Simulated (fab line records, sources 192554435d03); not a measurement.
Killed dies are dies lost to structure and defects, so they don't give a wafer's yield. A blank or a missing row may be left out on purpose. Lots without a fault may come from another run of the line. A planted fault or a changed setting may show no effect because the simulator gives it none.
A struck lot beside a sound one | flow n5_finfet | 37 steps out of a route of 1938
Sound: wafers L723.2, L723.3, L723.6. Struck: wafer L732.6. (L732.4, L732.5 of the same lot were not struck and are left out.) The cause comes at the end.
At each step with rows: each side's tool, then ch and its chambers, then its first start. Under that, the readings that differ: sound wafers | struck wafers | difference of the means | sigmas: that difference in standard deviations of wafers without a fault.
alike: readings whose means differ by less than 2 such deviations, and words and numbers that are the same on both sides. not compared: withheld readings, readings that some wafer has no value for, bounds like >300 that may hide the same value, and numbers for which the record gives no deviation and whose values overlap.
The two part at a step that has a row with sigmas, a row that says differs or no value, or rows on one side only. Numbers that don't overlap but have no deviation are shown without sigmas and don't part them. A reading that every wafer of one side lacks parts them only if that side has two wafers or more.

first, 9 steps without rows for these wafers: N5_BEOL_M9_DESCUM_33 (chemistry O2, time 7 s); N5_BEOL_M9_ETCH_76 (etches underlayer in N2/H2, target depth 6.5 nm, time 5.2 s); N5_BEOL_M9_ETCH_65 (etches SiARC in CF4, target depth 15.6 nm, time 26 s); N5_BEOL_M9_ETCH_66 (etches SOC in N2/H2, target depth 80 nm, overetch 16 nm, time 120 s); N5_BEOL_M9_STRIP_69 (strips in N2/H2); N5_BEOL_M9_STRIP_77 (strips in N2/H2); N5_BEOL_M9_VIA_ETCH_34 (etches SiCOH lowk in C4F6/O2, target depth 182.4 nm, time 68.4 s); N5_BEOL_M9_STRIP_73 (strips in C4F6/O2); N5_BEOL_M9_STRIP_36 (strips in N2/H2).
N5_BEOL_M9_TRENCH_ETCH_37: etches SiCOH lowk in C4F6/O2, target depth 151.43 nm, time 49 s.
  sound on rie_diel-03 ch 0,1,3, day 10 16:45; struck on rie_diel-03 ch 1, day 13 12:23
  reading                             | sound             | struck | difference | sigmas
  oes_f_703_au (a.u.)                 | 0.72 0.89 0.90    | 0.56   | -0.28      | -5
  oes_o_777_au (a.u.)                 | 0.71 0.88 0.90    | 0.57   | -0.26      | -4
  oes_product_au (a.u.)               | 0.72 0.90 0.89    | 0.67   | -0.17      | -3
  rf_fwd_power_W (W)                  | 341.9 343.2 341.0 | 278.0  | -64.0      | -40
  rf_vpp_V (V)                        | 667 672 667       | 738    | +69        | +14
  model.BEOL_M9.feature_depth_nm (nm) | 151 151.4 156.8   | 136.2  | -16.9      |
  model.etch.depth_nm (nm)            | 151.1 151.3 156.7 | 136.3  | -16.7      |
  alike: bias_w, drypump_motor_current_A, showerhead_plenum_p_Torr, throttle_valve_pct
  not compared: rf_hours_counter_h
then, 2 steps without rows for these wafers: N5_BEOL_M9_ETCH_41 (etches SiCN in CH3F/O2, target depth 36.6 nm, time 70.1 s); N5_BEOL_M9_STRIP_80 (strips in N2/H2, time 10 s).
N5_BEOL_M9_OCD_MEAS_38:
  sound on ocd-01, day 10 16:56; struck on ocd-02, day 13 12:34
  reading              | sound             | struck | difference | sigmas
  trench_depth_nm (nm) | 151.6 151.5 157.1 | 136.1  | -17.3      | -8
then, 13 steps without rows for these wafers: N5_BEOL_M9_HM_STRIP_39 (strips TiN in peroxide tin strip, target depth 25 nm, time 158 s); N5_BEOL_M9_SRD_40 (time 30 s); N5_BEOL_M9_PRECLEAN_42 (cleans in residue remover, time 60 s); N5_BEOL_M9_SRD_43 (time 30 s); N5_BEOL_M9_CURE_72 (cures SiCOH lowk, time 120 s); N5_BEOL_M9_DEGAS_44 (time 60 s); N5_BEOL_M9_PRE_CLEAN_45 (time 30 s); N5_BEOL_M9_ALD_74 (deposits TaN, target thk 2 nm, pulse time 2 s, purge time 3 s); N5_BEOL_M9_SURFACE_TREAT_79; N5_BEOL_M9_CVD_78 (deposits Co from CCTBA/H2, target thk 2 nm, time 138.9 s); N5_BEOL_M9_SPUTTER_48 (material Cu, target thk 12 nm, time 2 s); N5_BEOL_M9_ECD_50 (material Cu, target thk 318 nm); N5_BEOL_M9_ANNEAL_51 (time 90 s).
N5_BEOL_M9_CMP_52: polishes, stops on SiCOH lowk, t overpolish 7 s, target thk 140 nm.
  sound on cmp-02 ch 0,2, day 10 20:11; struck on cmp-04 ch 3, day 13 14:42
  reading                                | sound           | struck | difference | sigmas
  model.Cu_of_BEOL_M9_ECD_50.thk_nm (nm) | 140 138.8 144.4 | 124.8  | -16.3      |
  alike: barrier_field_endpoint_s, head_pressure_psi, motor_current_A, overpolish_run_s, time_to_endpoint_s
  not compared: pad_life_wafers
N5_BEOL_M9_THK_MEAS_53: measures by xrf.
  sound on film_metro-01, day 10 20:29; struck on film_metro-01, day 13 14:55
  reading     | sound             | struck | difference | sigmas
  M9_THK (nm) | 140.6 138.6 144.9 | 125.6  | -15.8      | -6
then, 2 steps without rows for these wafers: N5_BEOL_M9_PRE_CLEAN_55 (time 15 s); N5_BEOL_M9_DEP_56 (deposits SiCN from 3MS/NH3, target thk 15 nm, time 26.5 s).
N5_BEOL_M9_RS_MEAS_57: measures by four-point-probe.
  sound on film_metro-01, day 10 20:37; struck on film_metro-01, day 13 15:04
  reading        | sound                | struck | difference | sigmas
  M9_RS (ohm/sq) | 0.1508 0.1523 0.1460 | 0.1717 | +0.0220    | +8
then, 5 steps without rows for these wafers: N5_BEOL_M10_ILD_DEP_00 (deposits SiCOH lowk from DEMS/porogen, target thk 308.51 nm, time 58 s); N5_BEOL_M10_CURE_71 (cures SiCOH lowk, time 240 s); N5_BEOL_M10_PECVD_70 (deposits SiO2 from TEOS/O2, target thk 20 nm, time 22.7 s); N5_BEOL_M10_HM_DEP_02 (deposits TiN, target thk 20 nm); N5_BEOL_M10_COAT_59 (time 60 s, resist thk 100 nm).
N5_BEOL_M15_RC_MEAS_101:
  sound on prober-01 ch 0, day 12 14:14; struck on prober-02 ch 0, day 15 10:50
  reading                   | sound                   | struck  | difference | sigmas
  COMB_M8 (S/m)             | 3.3e-11 3.8e-11 3.5e-11 | 2e-11   | -2e-11     | -3
  COMB_M8_max_site (S/m)    | 3.9e-11 6.5e-11 4.3e-11 | 2.3e-11 | -2.6e-11   | -3
  SERP_M9 (ohm/um)          | 3.08 3.07 2.94          | 3.47    | +0.44      | +6
  SERP_M9_max_site (ohm/um) | 3.20 3.15 2.96          | 3.52    | +0.42      | +5
  alike: COMB_M10, COMB_M11, COMB_M12, COMB_M13, COMB_M14, COMB_M15, COMB_M15_max_site, COMB_M5, COMB_M6, COMB_M7, COMB_M9, SERP_M10, SERP_M10_max_site, SERP_M11, SERP_M11_max_site, SERP_M12, SERP_M13, SERP_M14, SERP_M14_max_site, SERP_M5, SERP_M6, SERP_M7, SERP_M7_max_site, SERP_M8, SERP_M8_max_site

WHERE THEY PART
First at N5_BEOL_M9_TRENCH_ETCH_37; last, within this record, at N5_BEOL_M15_RC_MEAS_101.

WHY: what the simulator had put in
Process parameter drift: rie_diel-03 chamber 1, from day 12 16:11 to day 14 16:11, at N5_BEOL_M9_TRENCH_ETCH_37. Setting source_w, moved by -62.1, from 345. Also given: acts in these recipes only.
